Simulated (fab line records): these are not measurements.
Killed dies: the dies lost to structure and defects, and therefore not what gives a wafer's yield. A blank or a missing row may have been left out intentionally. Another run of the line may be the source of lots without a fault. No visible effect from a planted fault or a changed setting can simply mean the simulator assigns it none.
One fault seen from 3 desks || flow nand_harc || each desk holds nothing but its own numbers, with what lay behind them at the end

== METROLOGY DESK ==
Means of the sampled wafers that have a number, per lot and without regard to the tool the lot ran on: this is what the gauges read. Any lot whose mean is over 4 standard deviations away from the usual mean is out of limits and marked OUT; that distance is given in the brackets.
Columns: A = cd_nm at NHARC_A_CHANNEL_HOLE_D1_CD_MEAS_10, usual 100.4 nm; B = overlay_x_nm at NHARC_A_CHANNEL_HOLE_D1_OVL_MEAS_11, usual 0.0 nm; C = overlay_y_nm at NHARC_A_CHANNEL_HOLE_D1_OVL_MEAS_11, usual 0.2 nm
{"lot": "L903", "first seen here": "day 10 17:31", "A": 100.4, "B": -0.2, "C": 1.8}
{"lot": "L906", "first seen here": "day 11 20:45", "A": 100.8, "B": 0.7, "C": -0.5}
{"lot": "L912", "first seen here": "day 14 23:31", "A": 100.6, "B": 0.3, "C": 0.6}
{"lot": "L913", "first seen here": "day 15 00:31", "A": 100.1, "B": -0.1, "C": 0.6}
{"lot": "L914", "first seen here": "day 15 06:13", "A": 100.8, "B": -0.3, "C": -0.1}
{"lot": "L920", "first seen here": "day 17 13:40", "A": 100.2, "B": -0.2, "C": 0.9}
{"lot": "L921", "first seen here": "day 17 21:44", "A": 100.1, "B": -0.3, "C": 0.3}
Finding of this desk: none of the 7 lots has anything out of limits.

== THE DEFECT DESK ==
For each lot, the counts of the inspections along the route, averaged over the sampled wafers that have a number. Any lot whose mean is over 4 standard deviations away from the usual mean is out of limits and marked OUT; that distance is given in the brackets.
Columns: A = raw_defect_count at NHARC_A_CHANNEL_HOLE_D1_INSPECT_12, usual 5.9
{"lot": "L903", "first seen here": "day 10 17:39", "A": 9.0}
{"lot": "L906", "first seen here": "day 11 20:52", "A": 5.7}
{"lot": "L912", "first seen here": "day 14 23:39", "A": 9.5}
{"lot": "L913", "first seen here": "day 15 00:38", "A": 5.0}
{"lot": "L914", "first seen here": "day 15 06:20", "A": 5.5}
{"lot": "L920", "first seen here": "day 17 13:47", "A": 3.3}
{"lot": "L921", "first seen here": "day 17 21:51", "A": 7.0}
Finding of this desk: none of the 7 lots has anything out of limits.

== THE TOOL OWNER'S DESK: rie_diel-06 ==
The tool's own readings at NHARC_A_CHANNEL_HOLE_D1_ETCH_38 (etches the open film in CF4, target depth 39 nm, time 65 s): means of the sampled wafers that have a number, for each lot that ran on this tool. Any lot whose mean is over 4 standard deviations away from the usual mean is out of limits and marked OUT; that distance is given in the brackets.
Columns: A = drypump_motor_current_A at NHARC_A_CHANNEL_HOLE_D1_ETCH_38, usual 5.45 A; B = oes_product_au at NHARC_A_CHANNEL_HOLE_D1_ETCH_38, usual 1.001 a.u.; C = rf_vpp_V at NHARC_A_CHANNEL_HOLE_D1_ETCH_38, usual 150.5 V; D = showerhead_plenum_p_Torr at NHARC_A_CHANNEL_HOLE_D1_ETCH_38, usual 1.72 Torr; E = throttle_valve_pct at NHARC_A_CHANNEL_HOLE_D1_ETCH_38, usual 13.285 %
{"lot": "L906", "first seen here": "day 11 21:01", "A": 5.26, "B": 1.014, "C": 149.1, "D": 1.69, "E": 13.292}
{"lot": "L912", "first seen here": "day 14 23:49", "A": 5.33, "B": "0.815 (-21) OUT", "C": 150.2, "D": 1.68, "E": 13.291}
{"lot": "L913", "first seen here": "day 15 00:47", "A": 5.36, "B": "0.879 (-14) OUT", "C": 149.5, "D": 1.67, "E": 13.285}
{"lot": "L914", "first seen here": "day 15 06:29", "A": 5.36, "B": "0.817 (-21) OUT", "C": 151.9, "D": 1.74, "E": 13.272}
{"lot": "L921", "first seen here": "day 17 22:00", "A": 5.37, "B": 1.005, "C": 150.3, "D": 1.67, "E": 13.286}
This desk's finding: out of limits on L912, L913, L914; first on L912, day 14 23:49 (oes_product_au at NHARC_A_CHANNEL_HOLE_D1_ETCH_38). In limits: L906, L921.

== TAKEN TOGETHER ==
At day 14 23:49, on L912, L913, L914, the tool owner's desk was in a position to raise an alarm.
Nothing out of limits was seen by the metrology desk.
Nothing out of limits was seen by the defect desk.
The metrology desk has L912, L913, L914 on record, within its limits.
The defect desk has L912, L913, L914 on record, within its limits.
On rie_diel-06, each named lot ran NHARC_A_CHANNEL_HOLE_D1_ETCH_38.

== WHAT THE SIMULATOR HAD PUT IN ==
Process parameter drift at NHARC_A_CHANNEL_HOLE_D1_ETCH_38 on rie_diel-06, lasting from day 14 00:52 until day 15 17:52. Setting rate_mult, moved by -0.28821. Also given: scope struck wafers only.
Struck lots among those shown: L912, L913, L914.
Time in hours from fault onset to the first out-of-limits reading at each desk: the tool owner's desk, 23.
